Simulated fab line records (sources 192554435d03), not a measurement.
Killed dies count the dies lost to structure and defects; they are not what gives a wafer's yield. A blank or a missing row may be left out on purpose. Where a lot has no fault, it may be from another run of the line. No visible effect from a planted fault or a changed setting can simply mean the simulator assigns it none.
fab line records    flow n5Finfet
record lots=12  wafers=35  lastDay=16
route steps=1938 shown HKMG_FIN@454 TV_OPEN@1887 PASSIVATION@1928
lots that met no fault: taken from a fault-free run of the same line
startH: the number of hours between the record's first day and the start of the first shown wafer of the lot    waitH: hours elapsed since this lot's preceding step    " the same as in the row above    L1.1+2: several wafers, shown together as one row    - value missing, or start not given    * or withheld: withheld    < > ~ a bound
route shown NAME@n: names a module that has steps shown in the file, with the first one's number in the route    usual: average and standard deviation across the fault-free wafers    same: alike in all rows    chamber/n: place in a boat    sites: each site's reading    _std_site: standard deviation of those values    _edge_site: the outer-site mean with the inner-site mean subtracted    radiusMm: for every site, how far away it sits from the centre of the wafer    mask NAME#n: copy n    behind: the tool/chamber that last shaped the wafer    hold: what put the lot on hold/how long, in hours/how the hold closed    device: transistor that didn't switch, given as n, p or np    end of line: tests run on the same wafers once the route is complete    step lacking rows: just its recipe    killed: dies that structure and defects cost at the first sort, which is not the same as the wafer's yield    map: dies across one wafer; x = killed, . = not, _ = none there
set.NAME: the setting the step ran with; set.NAME@STEP: the setting that earlier step ran with    model.NAME: the simulator's own value behind a step, which no gauge read
steps of the route over a sample of lots; a table a step, a row a wafer
services: a tool's chamber out of use, with start hour (startH, from the record's first day; less than 0 if before it), hours out, and reason
## steps
# step N5_HKMG_FIN_ETCHBACK_68
# recipe chemistry=Cl2/Ar  stopOn=HfO2  targetDepthA=5  pressureMtorr=10  icpW=600  biasW=60  Cl2_flow_sccm=40  Ar_flow_sccm=60
# usual drypumpMotorCurrentA=5.6/0.51  oesProductAu=0.77/0.11  throttleValvePct=20.98/0.25
lot.wafer  tool         chamber  startH  waitH  drypumpMotorCurrentA  oesProductAu  rfHoursCounterH  throttleValvePct
L452.2     rieMetal-03  0        78.26   0.0    6.3                   0.82          29               21.07
L452.4     "            1        "       "      5.3                   0.87          -                20.51
L452.6     "            0        "       "      6.3                   0.82          -                21.08
L453.2     rieMetal-03  0        81.84   0.0    6.3                   0.83          29               21.07
L453.5     "            1        "       "      5.3                   0.88          -                20.52
L453.6     "            0        "       "      6.3                   0.82          -                21.07
L455.1     rieMetal-03  1        95.01   0.0    5.3                   0.86          11               20.53
L455.2     "            0        "       "      6.3                   0.81          31               21.10
L455.5     "            0        "       "      6.3                   0.82          -                21.09
L456.1     rieMetal-02  1        102.46  0.0    5.7                   0.64          107              20.97
L456.4     "            0        "       "      6.0                   0.64          -                21.16
L456.6     "            0        "       "      6.0                   0.65          -                21.15
L457.4     rieMetal-01  0        106.30  0.1    4.9                   0.93          -                21.24
L457.6     "            0        "       "      4.9                   0.94          -                21.23
L459.4     rieMetal-01  0        118.91  0.1    4.8                   0.92          -                21.23
L459.5     "            1        "       "      5.8                   0.62          -                20.89
L459.6     "            0        "       "      4.8                   0.92          -                21.23
L460.3     rieMetal-03  0        129.41  0.1    6.3                   0.80          -                21.10
L460.5     "            0        "       "      6.3                   0.81          -                21.08
L460.6     "            1        "       "      5.3                   0.85          -                20.53
L461.3     rieMetal-03  1        136.11  0.1    5.3                   0.85          -                20.52
L461.4     "            0        "       "      6.3                   0.81          -                21.09
L461.6     "            1        "       "      5.3                   0.85          -                20.54
L462.1     rieMetal-03  0        142.55  0.0    6.3                   0.80          36               21.09
L462.3     "            0        "       "      6.3                   0.81          -                21.08
L462.4     "            1        "       "      5.3                   0.83          -                20.53
L464.2     rieMetal-03  1        152.31  0.0    5.3                   0.83          16               20.54
L464.3     "            0        "       "      6.3                   0.80          -                21.10
L464.6     "            0        "       "      6.3                   0.80          -                21.09
L472.1     rieMetal-01  1        198.08  0.0    5.8                   0.62          118              20.92
L472.4     "            0        "       "      4.9                   0.89          -                21.24
L472.6     "            0        "       "      4.9                   0.89          -                21.25
L473.2     rieMetal-01  0        204.59  0.0    4.9                   0.88          14               21.24
L473.5     "            1        "       "      5.8                   0.62          -                20.93
L473.6     "            0        "       "      4.9                   0.88          -                21.25
# step N5_PASSIVATION_PASS_ETCH_74
# recipe chemistry=CF4/O2  target=SiNx  targetDepthA=2200  timeS=110  ionEnergyEv=100  pressureMtorr=40  sourceW=535  biasW=49  Ar_flow_sccm=100  cf4FlowSccm=100  O2_flow_sccm=10
# usual O2_flow_sccm=9.996/0.029  drypumpMotorCurrentA=5.91/0.3  oesProductAu=0.77/0.076  rfVppV=239/7.5  showerheadPlenumPTorr=2.20/0.064  throttleValvePct=15.99/0.21
lot.wafer  tool        chamber  startH  waitH  O2_flow_sccm  drypumpMotorCurrentA  oesProductAu  rfHoursCounterH  rfVppV  showerheadPlenumPTorr  throttleValvePct
L453.2     rieDiel-02  0        267.22  0.0    9.981         5.56                  0.70          211              230     2.26                   16.10
L453.5     "           0        "       "      9.993         5.60                  0.69          -                231     2.26                   16.11
L453.6     "           3        "       "      9.990         6.09                  0.93          -                230     2.26                   16.23
L452.2     rieDiel-05  3        273.03  0.0    10.017        6.10                  0.70          209              245     2.25                   16.05
L452.4     "           2        "       "      10.034        5.74                  0.84          70               226     2.15                   15.77
L452.6     "           2        "       "      9.999         5.73                  0.84          -                226     2.15                   15.77
L456.1     rieDiel-05  3        282.93  0.0    10.052        6.12                  0.70          211              246     2.25                   16.05
L456.4     "           0        "       "      9.991         5.52                  0.72          227              257     2.17                   16.20
L456.6     "           3        "       "      9.998         6.10                  0.71          -                244     2.25                   16.06
L455.1     rieDiel-05  2        284.48  0.0    9.952         5.73                  0.85          73               225     2.15                   15.77
L455.2     "           3        "       "      10.000        6.09                  0.70          212              245     2.25                   16.07
L455.5     "           0        "       "      9.996         5.59                  0.71          -                256     2.17                   16.18
L457.4     rieDiel-01  1        286.40  0.0    9.957         6.22                  0.75          -                240     2.18                   15.83
L457.6     "           2        "       "      9.946         5.55                  0.86          -                242     2.23                   15.73
L461.3     rieDiel-01  0        304.18  0.0    10.014        6.11                  0.87          42               242     2.23                   15.60
L461.4     "           3        "       "      9.997         5.88                  0.70          209              237     2.11                   16.20
L461.6     "           1        "       "      9.986         6.21                  0.75          -                242     2.18                   15.84
L459.4     rieDiel-01  1        309.33  0.0    9.979         6.23                  0.74          166              240     2.18                   15.83
L459.5     "           2        "       "      10.005        5.62                  0.84          -                242     2.23                   15.75
L459.6     "           1        "       "      10.011        6.21                  0.74          -                239     2.18                   15.84
L460.3     rieDiel-05  2        317.40  0.0    10.005        5.73                  0.83          80               225     2.14                   15.79
L460.5     "           3        "       "      9.966         6.12                  0.69          -                246     2.25                   16.08
L460.6     "           2        "       "      9.960         5.72                  0.83          -                226     2.14                   15.80
L462.1     rieDiel-02  3        334.96  0.0    9.956         6.07                  0.89          50               232     2.25                   16.27
L462.3     "           1        "       "      9.985         6.57                  0.68          216              234     2.17                   16.17
L462.4     "           0        "       "      10.059        5.60                  0.69          229              231     2.25                   16.14
L464.2     rieDiel-01  2        335.21  0.0    10.003        5.61                  0.84          75               244     2.23                   15.77
L464.3     "           0        "       "      9.989         6.07                  0.85          52               241     2.23                   15.63
L464.6     "           0        "       "      9.950         6.08                  0.86          -                241     2.23                   15.62
L472.1     rieDiel-05  3        381.91  0.0    9.981         6.11                  0.67          239              246     2.24                   16.11
L472.4     "           2        "       "      9.945         5.70                  0.80          -                225     2.14                   15.83
L472.6     "           1        "       "      10.001        5.49                  0.74          -                239     2.09                   16.26
L473.2     rieDiel-02  3        387.77  0.0    10.047        6.10                  0.88          65               231     2.25                   16.29
L473.5     "           2        "       "      10.017        6.13                  0.86          -                239     2.33                   15.93
L473.6     "           1        "       "      10.020        6.56                  0.68          -                236     2.16                   16.21
# step N5_PASSIVATION_DESCUM_46
# recipe chemistry=O2  timeS=7.9  sourcePowerW=50  biasPowerW=20  pressureMtorr=20  rfFrequencyHz=2.712e+07  tempC=40  o2FlowSccm=225
# usual drypumpMotorCurrentA=6.0/0.39  oesProductAu=0.81/0.087  rfVppV=243.4/1.2  showerheadPlenumPTorr=2.11/0.06  throttleValvePct=20.46/0.23
lot.wafer  tool        chamber  startH  waitH  drypumpMotorCurrentA  oesProductAu  rfHoursCounterH  rfVppV  showerheadPlenumPTorr  throttleValvePct
L453.2     rieDiel-03  1        271.57  0.0    5.5                   0.68          218              244.5   2.17                   20.43
L453.5     "           0        "       "      6.5                   0.84          -                244.9   2.11                   20.68
L453.6     "           1        "       "      5.5                   0.68          -                245.3   2.17                   20.44
L452.2     rieDiel-03  1        276.44  0.0    5.5                   0.69          220              244.3   2.17                   20.44
L452.4     "           3        "       "      5.9                   0.72          224              242.4   2.06                   20.65
L452.6     "           0        "       "      6.5                   0.86          -                243.7   2.11                   20.70
L456.1     rieDiel-03  3        287.20  0.0    5.8                   0.70          226              242.7   2.06                   20.65
L456.4     "           1        "       "      5.6                   0.68          223              243.3   2.17                   20.46
L456.6     "           1        "       "      5.6                   0.69          -                243.3   2.17                   20.44
L455.1     rieDiel-06  3        288.62  0.2    5.5                   0.70          226              242.3   2.06                   20.55
L455.2     "           0        "       "      6.0                   0.82          67               245.0   2.22                   20.62
L455.5     "           0        "       "      6.0                   0.81          -                244.3   2.22                   20.62
L457.4     rieDiel-06  0        290.47  0.0    6.0                   0.81          67               244.5   2.22                   20.62
L457.6     "           2        "       "      5.9                   0.90          -                242.0   2.07                   20.46
L461.3     rieDiel-06  2        307.48  0.1    5.9                   0.89          34               241.7   2.07                   20.47
L461.4     "           1        "       "      6.6                   0.88          50               244.2   2.11                   20.06
L461.6     "           0        "       "      6.0                   0.82          -                245.7   2.22                   20.64
L459.4     rieDiel-06  0        313.07  0.0    6.1                   0.81          74               244.4   2.22                   20.62
L459.5     "           2        "       "      5.9                   0.88          -                243.1   2.07                   20.50
L459.6     "           3        "       "      5.5                   0.70          -                242.9   2.06                   20.56
L460.3     rieDiel-06  3        321.26  0.1    5.5                   0.69          236              241.4   2.05                   20.56
L460.5     "           2        "       "      5.9                   0.89          -                242.4   2.07                   20.49
L460.6     "           1        "       "      6.6                   0.88          -                242.8   2.11                   20.06
L462.1     rieDiel-04  0        338.76  0.5    6.0                   0.68          249              241.6   1.96                   20.31
L462.3     "           3        "       "      6.3                   0.92          23               243.8   2.15                   20.03
L462.4     "           0        "       "      6.0                   0.67          -                240.4   1.96                   20.31
L464.2     rieDiel-03  0        339.35  0.1    6.5                   0.82          87               243.6   2.11                   20.72
L464.3     "           1        "       "      5.5                   0.67          240              245.2   2.16                   20.47
L464.6     "           3        "       "      5.8                   0.70          -                242.2   2.05                   20.69
L472.1     rieDiel-03  0        386.92  0.4    6.5                   0.80          111              244.1   2.10                   20.76
L472.4     "           0        "       "      6.5                   0.79          -                243.0   2.10                   20.75
L472.6     "           3        "       "      5.9                   0.96          -                244.0   2.05                   20.30
L473.2     rieDiel-06  1        391.32  0.0    6.6                   0.82          84               242.8   2.10                   20.11
L473.5     "           1        "       "      6.6                   0.83          -                243.5   2.10                   20.13
L473.6     "           0        "       "      6.1                   0.78          -                244.7   2.20                   20.67
# step N5_PASSIVATION_PROBE_49
# usual defectLimitedYield=91.2/1.5  killed_at_M0_to_M3=31/10  killed_at_M4_up=15/5.9  killedAtContacts=13/6  killedAtFrontEnd=41/11  killedAtOther=4/3.1  killedDies=104/18  killedOpen=68/13  killedShort=33/8.1  sort_bin_4_leakage=0.00/0.03  sort_bin_5_function=5.1/1.1  sort_bin_6_memory=3.2/0.69  sort_bin_8_speed=0.01/0.045  sortNPass=1076/18
# same grossDies=1180  killedAtBackSide=0
lot.wafer  tool       chamber  startH  waitH  defectLimitedYield[%]  killed_at_M0_to_M3  killed_at_M4_up  killedAtContacts  killedAtFrontEnd  killedAtOther  killedDies  killedOpen  killedShort  sort_bin_4_leakage[%]  sort_bin_5_function[%]  sort_bin_6_memory[%]  sort_bin_8_speed[%]  sortNPass
L452.2     prober-01  -        279.54  0.1    91.3                   23                  6                25                44                5              103         68          35           0                      4.7                     3.9                   0                    1077
L452.4     prober-01  -        279.64  0.2    92.7                   24                  12               12                36                2              86          47          36           0                      4.3                     2.8                   0                    1094
L452.6     prober-01  -        279.74  0.3    91.0                   32                  9                17                45                3              106         67          37           0                      5.3                     3.4                   0                    1074
L456.1     prober-01  -        290.25  0.0    91.3                   20                  24               11                44                4              103         70          33           0                      4.6                     4.0                   0                    1077
L456.4     prober-01  -        290.40  0.2    89.3                   31                  11               20                59                5              126         82          34           0                      5.9                     3.9                   0                    1054
L456.6     prober-01  -        290.50  0.3    92.9                   23                  15               17                29                0              84          54          29           0                      4.2                     2.6                   0                    1096
L461.3     prober-02  -        310.64  0.1    90.2                   43                  15               14                40                4              116         76          40           0                      5.9                     3.6                   0                    1064
L461.4     prober-02  -        310.69  0.2    93.7                   36                  5                6                 25                2              74          51          22           0                      2.7                     3.4                   0                    1106
L461.6     prober-02  -        310.79  0.3    90.7                   31                  21               14                42                2              110         72          38           0                      5.5                     3.4                   0                    1070
L459.4     prober-02  -        316.26  0.2    92.5                   16                  19               5                 44                4              88          48          40           0                      3.7                     3.4                   0                    1092
L459.5     prober-02  -        316.31  0.2    91.4                   23                  16               15                40                7              101         60          39           0                      5.5                     3.1                   0                    1079
L459.6     prober-02  -        316.36  0.3    92.5                   17                  14               17                38                3              89          58          29           0                      3.9                     3.5                   0                    1091
L462.1     prober-01  -        342.66  0.9    83.5                   38                  13               10                132               2              195         56          34           0                      11.0                    3.6                   0                    985
L462.3     prober-01  -        342.76  1.0    82.3                   46                  12               10                139               2              209         69          35           0                      11.9                    4.2                   0.17                 969
L462.4     prober-01  -        342.81  1.0    90.0                   46                  10               3                 58                1              118         76          41           0                      5.8                     3.7                   0                    1062
L464.2     prober-01  -        343.01  0.6    91.7                   17                  32               5                 44                0              98          72          25           0                      4.8                     3.1                   0                    1082
L464.3     prober-01  -        343.06  0.7    84.7                   21                  18               7                 133               2              181         53          24           0                      10.9                    3.6                   0                    999
L464.6     prober-01  -        343.21  0.8    82.5                   22                  19               21                139               5              206         64          33           0.08                   10.9                    5.2                   0                    973
# killed by level:class
L452.2 MOL_CONTACT_COAG:geometricParticle:open=19 DUMMY_GATE:geometricParticle:open=12 BEOL_M0_SAQP:geometricParticle:short=8 STI_FIN_REVEAL:geometricParticle:open=6 MOL_CONTACT_COAG:geometricParticle:short=6 FIN_SAQP:geometricParticle:short=5 FIN_SAQP:geometricParticle:open=5 BEOL_M0_SAQP:geometricParticle:open=5
L452.4 MOL_CONTACT_COAG:geometricParticle:open=9 BEOL_M0_SAQP:geometricParticle:short=9 STI_FIN_REVEAL:geometricParticle:open=7 GATE_CUT:geometricParticle:short=7 BEOL_M0_SAQP:geometricParticle:open=5 DUMMY_GATE:geometricParticle:open=4 STARTING-WAFER:geometricParticle:open=4 FIN_SAQP:geometricParticle:short=3
L452.6 MOL_CONTACT_COAG:geometricParticle:open=14 STI_FIN_REVEAL:geometricParticle:open=13 BEOL_M0_SAQP:geometricParticle:open=11 GATE_CUT:geometricParticle:short=7 BEOL_M0_SAQP:geometricParticle:short=7 FIN_SAQP:geometricParticle:open=6 STI_FIN_REVEAL:geometricParticle:short=5 BEOL_M2:geometricParticle:open=5
L456.1 FIN_SAQP:geometricParticle:short=9 STI_FIN_REVEAL:geometricParticle:open=9 BEOL_M0_SAQP:geometricParticle:open=9 MOL_CONTACT_COAG:geometricParticle:open=8 BEOL_M4:geometricParticle:open=8 FIN_SAQP:geometricParticle:open=6 BEOL_M0_SAQP:geometricParticle:short=5 BEOL_M7:geometricParticle:open=5
L456.4 MOL_CONTACT_COAG:geometricParticle:open=19 STI_FIN_REVEAL:geometricParticle:open=13 FIN_SAQP:geometricParticle:open=11 GATE_CUT:geometricParticle:short=9 BEOL_M0_SAQP:geometricParticle:open=8 BEOL_M2:geometricParticle:open=7 HKMG_FIN:areaEtch=7 FIN_SAQP:geometricParticle:short=5
L456.6 MOL_CONTACT_COAG:geometricParticle:open=11 BEOL_M0_SAQP:geometricParticle:open=8 FIN_SAQP:geometricParticle:open=6 MOL_CONTACT_COAG:geometricParticle:short=6 BEOL_M0_SAQP:geometricParticle:short=6 GATE_CUT:geometricParticle:short=5 FIN_SAQP:geometricParticle:short=4 STI_FIN_REVEAL:geometricParticle:open=4
L461.3 FIN_SAQP:geometricParticle:open=13 BEOL_M0_SAQP:geometricParticle:open=13 MOL_CONTACT_COAG:geometricParticle:open=11 BEOL_M0_SAQP:geometricParticle:short=9 BEOL_M3:geometricParticle:open=8 FIN_SAQP:geometricParticle:short=6 BEOL_M4:geometricParticle:open=6 BEOL_M3:geometricParticle:short=5
L461.4 BEOL_M3:geometricParticle:open=16 BEOL_M0_SAQP:geometricParticle:open=6 FIN_SAQP:geometricParticle:open=5 STI_FIN_REVEAL:geometricParticle:open=4 GATE_CUT:geometricParticle:short=4 MOL_CONTACT_COAG:geometricParticle:open=4 BEOL_M1:geometricParticle:open=4 BEOL_M4:geometricParticle:open=4
L461.6 FIN_SAQP:geometricParticle:open=16 FIN_SAQP:geometricParticle:short=11 MOL_CONTACT_COAG:geometricParticle:open=10 BEOL_M3:geometricParticle:open=10 BEOL_M4:geometricParticle:open=7 BEOL_M0_SAQP:geometricParticle:short=5 MOL_CONTACT_COAG:geometricParticle:short=4 BEOL_M1:geometricParticle:short=4
L459.4 FIN_SAQP:geometricParticle:short=13 FIN_SAQP:geometricParticle:open=9 BEOL_M4:geometricParticle:short=8 STI_FIN_REVEAL:geometricParticle:open=6 BEOL_M4:geometricParticle:open=5 GATE_CUT:geometricParticle:short=4 MOL_CONTACT_COAG:geometricParticle:open=4 BEOL_M2:geometricParticle:open=4
L459.5 FIN_SAQP:geometricParticle:open=12 FIN_SAQP:geometricParticle:short=11 MOL_CONTACT_COAG:geometricParticle:open=9 BEOL_M3:geometricParticle:open=7 BEOL_M4:geometricParticle:open=6 MOL_CONTACT_COAG:geometricParticle:short=6 BEOL_M4:geometricParticle:short=6 BEOL_M1:geometricParticle:open=4
L459.6 MOL_CONTACT_COAG:geometricParticle:open=15 FIN_SAQP:geometricParticle:short=7 FIN_SAQP:geometricParticle:open=7 BEOL_M2:geometricParticle:open=6 GATE_CUT:geometricParticle:short=5 BEOL_M1:geometricParticle:open=5 STARTING-WAFER:geometricParticle:open=4 STI_FIN_REVEAL:geometricParticle:open=3
L462.1 HKMG_FIN:unspecified=104 BEOL_M2:geometricParticle:open=10 BEOL_M0_SAQP:geometricParticle:short=10 FIN_SAQP:geometricParticle:open=9 MOL_CONTACT_COAG:geometricParticle:open=8 BEOL_M0_SAQP:geometricParticle:open=7 BEOL_M0:geometricParticle:open=6 STARTING-WAFER:geometricParticle:short=6
L462.3 HKMG_FIN:unspecified=104 BEOL_M2:geometricParticle:open=15 FIN_SAQP:geometricParticle:open=12 BEOL_M0_SAQP:geometricParticle:open=11 FIN_SAQP:geometricParticle:short=7 BEOL_M2:geometricParticle:short=7 MOL_CONTACT_COAG:geometricParticle:open=6 BEOL_M0_SAQP:geometricParticle:short=5
L462.4 FIN_SAQP:geometricParticle:open=21 BEOL_M2:geometricParticle:open=19 BEOL_M0_SAQP:geometricParticle:short=10 FIN_SAQP:geometricParticle:short=8 STI_FIN_REVEAL:geometricParticle:open=4 DUMMY_GATE:geometricParticle:open=4 GATE_CUT:geometricParticle:short=4 BEOL_M1:geometricParticle:open=4
L464.2 STI_FIN_REVEAL:geometricParticle:open=15 BEOL_M4:geometricParticle:open=15 STARTING-WAFER:geometricParticle:open=7 BEOL_M5:geometricParticle:open=6 FIN_SAQP:geometricParticle:short=5 DUMMY_GATE:geometricParticle:open=5 BEOL_M3:geometricParticle:open=4 BEOL_M0_SAQP:geometricParticle:short=4
L464.3 HKMG_FIN:unspecified=103 BEOL_M4:geometricParticle:open=11 FIN_SAQP:geometricParticle:open=7 FIN_SAQP:geometricParticle:short=6 STI_FIN_REVEAL:geometricParticle:open=6 MOL_CONTACT_COAG:geometricParticle:open=6 BEOL_M0_SAQP:geometricParticle:short=5 BEOL_M3:geometricParticle:open=4
L464.6 HKMG_FIN:unspecified=109 MOL_CONTACT_COAG:geometricParticle:open=16 FIN_SAQP:geometricParticle:open=9 FIN_SAQP:geometricParticle:short=9 BEOL_M4:geometricParticle:open=8 STI_FIN_REVEAL:geometricParticle:open=7 BEOL_M0_SAQP:geometricParticle:short=6 MOL_CONTACT_COAG:geometricParticle:short=5
## services
tool         chamber  startH  hours  kind
rieDiel-05   -        61.62   1.0    repair
rieMetal-01  1        66.46   47.8   repair
rieDiel-02   -        73.65   0.8    repair
rieMetal-01  0        77.86   4.7    repair
rieDiel-06   1        100.93  9.5    repair
rieDiel-03   2        117.19  15.1   repair
rieDiel-05   -        126.82  0.3    repair
rieDiel-02   1        166.73  11.3   repair
rieDiel-01   -        169.77  0.6    repair
rieDiel-02   1        179.29  2.0    repair
rieDiel-02   0        186.27  8.8    repair
rieDiel-05   1        197.71  7.7    repair
rieDiel-03   1        203.54  3.0    repair
rieMetal-01  -        214.14  1.4    pm
rieDiel-06   -        225.12  1.1    repair
rieDiel-02   1        230.86  7.7    repair
rieDiel-01   -        271.14  0.8    repair
rieDiel-05   2        301.90  1.7    repair
rieDiel-06   3        325.95  5.6    repair
rieDiel-05   3        343.35  14.3   repair
rieDiel-01   3        345.53  1.9    repair
rieDiel-01   -        364.43  4.3    pm
rieDiel-05   1        368.75  8.7    repair
rieDiel-06   -        385.31  2.8    pm
## key
firstSign step=N5_PASSIVATION_PROBE_49  reading=killedAtFrontEnd  direction=up  sigmas=8.7  usual=41  struck=136
effect step=N5_PASSIVATION_PROBE_49  reading=defectLimitedYield  direction=down  sigmas=5.2  usual=91.2  struck=83.2
moreKillsBornAt N5_HKMG_FIN_ETCHBACK_68@rieMetal-03=420
metAt N5_HKMG_FIN_ETCHBACK_68
struckLots L462,L464
struckWafers L462.1,L462.3,L464.3,L464.6
notActingAt N5_PASSIVATION_PASS_ETCH_74,N5_PASSIVATION_DESCUM_46
onsetBetween 136.11 142.55
fault kind=chamberParticleSource  tool=rieMetal-03  chamber=0  onsetH=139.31  steps=N5_HKMG_FIN_ETCHBACK_68  ratePerVisitCm2=0.53712  endH=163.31
